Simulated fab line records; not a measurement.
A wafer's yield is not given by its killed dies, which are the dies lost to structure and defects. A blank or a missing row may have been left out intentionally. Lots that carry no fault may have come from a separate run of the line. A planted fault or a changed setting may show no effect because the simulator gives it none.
Chamber matching :: flow n5_finfet :: 4 sister chambers for N5_BEOL_M4_CMP_52 on cmp-04
The step polishes, stops on SiOC, t overpolish 6.8 s, target thk 40 nm. 4 wafers are shown with their chamber, then 11 later ones without.

## EACH WAFER AND ITS CHAMBER
wafer: L091.1
chamber: 0
motor_current_A (A): 6.0

wafer: L091.3
chamber: 2
motor_current_A (A): 5.6

wafer: L091.4
chamber: 3
motor_current_A (A): 7.2

wafer: L089.1
chamber: 1
motor_current_A (A): 6.3

## WAFERS MISSING THEIR CHAMBER
wafer: L089.4
motor_current_A (A): 5.8

wafer: L089.6
motor_current_A (A): 6.1

wafer: L094.2
motor_current_A (A): 6.8

wafer: L094.3
motor_current_A (A): 5.6

wafer: L094.5
motor_current_A (A): 5.7

wafer: L095.1
motor_current_A (A): 6.1

wafer: L095.2
motor_current_A (A): 5.7

wafer: L095.4
motor_current_A (A): 6.4

wafer: L096.2
motor_current_A (A): 5.8

wafer: L096.3
motor_current_A (A): 7.0

wafer: L096.4
motor_current_A (A): 5.6

## EACH ONE'S CHAMBER
wafer: L089.4
from the rows above: can't be placed: 0 or 2 or 1
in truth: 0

wafer: L089.6
from the rows above: can't be placed: 0 or 1
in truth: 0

wafer: L094.2
from the rows above: can't be placed: 3 or 1
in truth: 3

wafer: L094.3
from the rows above: 2
in truth: 2

wafer: L094.5
from the rows above: can't be placed: 2 or 0
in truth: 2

wafer: L095.1
from the rows above: can't be placed: 0 or 1
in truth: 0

wafer: L095.2
from the rows above: can't be placed: 2 or 0
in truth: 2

wafer: L095.4
from the rows above: can't be placed: 1 or 0
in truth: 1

wafer: L096.2
from the rows above: can't be placed: 0 or 2 or 1
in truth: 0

wafer: L096.3
from the rows above: 3
in truth: 3

wafer: L096.4
from the rows above: 2
in truth: 2
Placed correctly: 3 of 11. Unplaceable from these rows: 8, with the true chamber sitting among the candidates in 8. Placed wrongly: 0.
How it was worked out, from the rows above alone: a wafer's distance from a chamber is the root of the sum, over the readings, of the square of ((its reading less the chamber's mean) divided by the reading's scatter). If the next closest chamber is less than 2 further off than the closest, the wafer can't be placed; otherwise it belongs to the closest. A chamber's mean is the mean of its shown wafers. The scatter (one wafer shown for each chamber): square how far every hidden wafer sits from the nearest shown wafer, average those squares and take the square root.
